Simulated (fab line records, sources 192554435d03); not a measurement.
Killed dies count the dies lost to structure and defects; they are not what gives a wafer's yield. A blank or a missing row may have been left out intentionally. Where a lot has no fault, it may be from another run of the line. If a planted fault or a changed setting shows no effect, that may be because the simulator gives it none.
Matching of chambers || flow n5_finfet || N5_HKMG_FIN_ALD_91 on ald_metal-01: 4 sister chambers
The step deposits TiN, target thk 1 nm, pulse time 1 s, purge time 3 s. 7 wafers are shown with their chamber, then 10 later ones without.

## WAFERS WITH THEIR CHAMBER
{"wafer": "L074.5", "chamber": 0, "heater_power_outer_w (W)": 502, "heater_power_w (W)": 839}
{"wafer": "L081.5", "chamber": 1, "heater_power_outer_w (W)": 499, "heater_power_w (W)": 795}
{"wafer": "L082.1", "chamber": 2, "heater_power_outer_w (W)": 569, "heater_power_w (W)": 980}
{"wafer": "L082.4", "chamber": 3, "heater_power_outer_w (W)": 517, "heater_power_w (W)": 929}
{"wafer": "L082.6", "chamber": 3, "heater_power_outer_w (W)": 519, "heater_power_w (W)": 915}
{"wafer": "L087.3", "chamber": 1, "heater_power_outer_w (W)": 497, "heater_power_w (W)": 793}
{"wafer": "L087.4", "chamber": 2, "heater_power_outer_w (W)": 564, "heater_power_w (W)": 974}

## WAFERS MISSING THEIR CHAMBER
{"wafer": "L087.6", "heater_power_outer_w (W)": 485, "heater_power_w (W)": 843}
{"wafer": "L090.3", "heater_power_outer_w (W)": 521, "heater_power_w (W)": 889}
{"wafer": "L090.5", "heater_power_outer_w (W)": 530, "heater_power_w (W)": 913}
{"wafer": "L090.6", "heater_power_outer_w (W)": 570, "heater_power_w (W)": 961}
{"wafer": "L094.1", "heater_power_outer_w (W)": 497, "heater_power_w (W)": 847}
{"wafer": "L094.2", "heater_power_outer_w (W)": 567, "heater_power_w (W)": 957}
{"wafer": "L094.6", "heater_power_outer_w (W)": 491, "heater_power_w (W)": 813}
{"wafer": "L097.1", "heater_power_outer_w (W)": 509, "heater_power_w (W)": 892}
{"wafer": "L097.3", "heater_power_outer_w (W)": 497, "heater_power_w (W)": 808}
{"wafer": "L097.5", "heater_power_outer_w (W)": 492, "heater_power_w (W)": 838}

## CHAMBER TAKEN BY EACH
{"wafer": "L087.6", "from the rows above": 0, "in truth": 0}
{"wafer": "L090.3", "from the rows above": 3, "in truth": 3}
{"wafer": "L090.5", "from the rows above": 3, "in truth": 3}
{"wafer": "L090.6", "from the rows above": 2, "in truth": 2}
{"wafer": "L094.1", "from the rows above": 0, "in truth": 0}
{"wafer": "L094.2", "from the rows above": 2, "in truth": 2}
{"wafer": "L094.6", "from the rows above": 1, "in truth": 1}
{"wafer": "L097.1", "from the rows above": 3, "in truth": 3}
{"wafer": "L097.3", "from the rows above": 1, "in truth": 1}
{"wafer": "L097.5", "from the rows above": 0, "in truth": 0}
10 of 10 placed correctly. Not placeable from these rows: 0. Wrongly placed: 0.
How it was worked out, from the rows above alone: a wafer's distance from a chamber is the root of the sum, over the readings, of the square of ((its reading less the chamber's mean) divided by the reading's scatter). The wafer belongs to the nearest chamber; if the next one is less than 2 further off, it can't be placed. The mean given for a chamber averages the wafers shown for that chamber. The scatter is the square root of a quotient: the sum, over the shown wafers, of each reading's squared deviation from its chamber's mean, divided by wafers minus chambers.
